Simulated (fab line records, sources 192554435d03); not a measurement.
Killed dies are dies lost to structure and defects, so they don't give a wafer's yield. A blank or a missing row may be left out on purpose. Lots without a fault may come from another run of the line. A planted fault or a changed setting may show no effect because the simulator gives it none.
One fault seen from 3 desks | flow n5_finfet | each desk has only its own numbers; what lay behind them comes last

THE TOOL OWNER'S DESK: implanter-02
The tool's own readings at N5_WELL_APT_IMPLANT_15: means of the sampled wafers that have a number, for each lot that ran on this tool. A lot is out of limits, marked OUT, if its mean lies more than 4 standard deviations from the usual mean; the brackets give that distance.
Columns: A = beam_energy_keV at N5_WELL_APT_IMPLANT_15, usual 25.000
lot  | first seen here | A
L363 | day 2 02:07     | 24.998
L366 | day 2 20:15     | 25.011
L371 | day 4 02:32     | 25.001
L373 | day 4 14:20     | 24.999
L374 | day 4 20:05     | 37.887 (+99 or more) OUT
L375 | day 5 02:12     | 37.886 (+99 or more) OUT
This desk's finding: out of limits on L374, L375; first on L374, day 4 20:05 (beam_energy_keV at N5_WELL_APT_IMPLANT_15). In limits: L363, L366, L371, L373.

THE DEFECT DESK
What the inspections along the route counted, lot by lot: means of the sampled wafers that have a number. A lot is out of limits, marked OUT, if its mean lies more than 4 standard deviations from the usual mean; the brackets give that distance.
Columns: A = raw_defect_count at N5_WELL_APT_INSPECT_10, usual 2.1
lot  | first seen here | A
L363 | day 2 01:44     | 1.3
L366 | day 2 19:44     | 3.5
L367 | day 3 01:55     | 3.0
L371 | day 4 01:52     | 2.3
L373 | day 4 13:46     | 1.0
L374 | day 4 19:44     | 0.7
L375 | day 5 01:52     | 2.0
L376 | day 5 08:05     | 2.3
L383 | day 7 01:38     | 0.7
L384 | day 7 07:37     | 1.0
This desk's finding: nothing out of limits on any of the 10 lots.

THE METROLOGY DESK
What the gauges read, lot by lot, whatever tool the lot ran on: means of the sampled wafers that have a number. A lot is out of limits, marked OUT, if its mean lies more than 4 standard deviations from the usual mean; the brackets give that distance. Of its 11 readings 7 are shown: those that lie furthest out on some lot.
Columns: A = PWELL_OVL at N5_WELL_APT_OVL_MEAS_26, usual 0 nm; B = DIBL_P at N5_BEOL_M4_RC_MEAS_101, usual 37.3 mV/V; C = IOFF_P at N5_BEOL_M4_RC_MEAS_101, usual 0.23 nA/um; D = ION_P at N5_BEOL_M4_RC_MEAS_101, usual 464 uA/um; E = SS_N at N5_BEOL_M4_RC_MEAS_101, usual 72.0 mV/dec; F = SS_P at N5_BEOL_M4_RC_MEAS_101, usual 73.5 mV/dec; G = VT_P at N5_BEOL_M4_RC_MEAS_101, usual -249 mV
lot  | first seen here | A  | B    | C    | D   | E    | F    | G
L363 | day 2 02:58     | 5  | 39.8 | 0.25 | 466 | 72.7 | 73.2 | -248
L366 | day 2 21:04     | 2  | 36.2 | 0.23 | 470 | 71.2 | 73.2 | -248
L367 | day 3 03:01     | -6 | 36.6 | 0.17 | 452 | 71.5 | 72.7 | -256
L371 | day 4 03:27     | 10 | 36.7 | 0.22 | 459 | 71.5 | 73.0 | -250
L373 | day 4 15:21     | -1 | 40.2 | 0.27 | 465 | 72.8 | 74.4 | -247
L374 | day 4 20:50     | -4 | 37.6 | 0.22 | 463 | 71.2 | 73.1 | -250
L375 | day 5 03:05     | -7 | 37.9 | 0.22 | 463 | 71.7 | 73.6 | -251
L376 | day 5 09:10     | 2  | 34.5 | 0.22 | 464 | 71.6 | 72.7 | -247
L383 | day 7 02:43     | 3  | 37.2 | 0.22 | 462 | 72.0 | 73.3 | -249
L384 | day 7 08:44     | -0 | 38.9 | 0.28 | 468 | 72.0 | 74.0 | -246
This desk's finding: nothing out of limits on any of the 10 lots.

PUT TOGETHER
The tool owner's desk could have raised an alarm at day 4 20:05, on L374, L375.
The defect desk saw nothing out of limits.
The metrology desk saw nothing out of limits.
The defect desk has L374, L375 on record, within its limits.
The metrology desk has L374, L375 on record, within its limits.
Of the lots named, all ran N5_WELL_APT_IMPLANT_15 on implanter-02.

WHAT THE SIMULATOR HAD PUT IN
Process parameter drift: implanter-02, from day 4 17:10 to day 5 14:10, at N5_WELL_APT_IMPLANT_15. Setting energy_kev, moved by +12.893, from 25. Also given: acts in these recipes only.
Lots struck among those shown: L374, L375.
Hours from the fault's start to each desk's first reading out of limits: the tool owner's desk, 3.
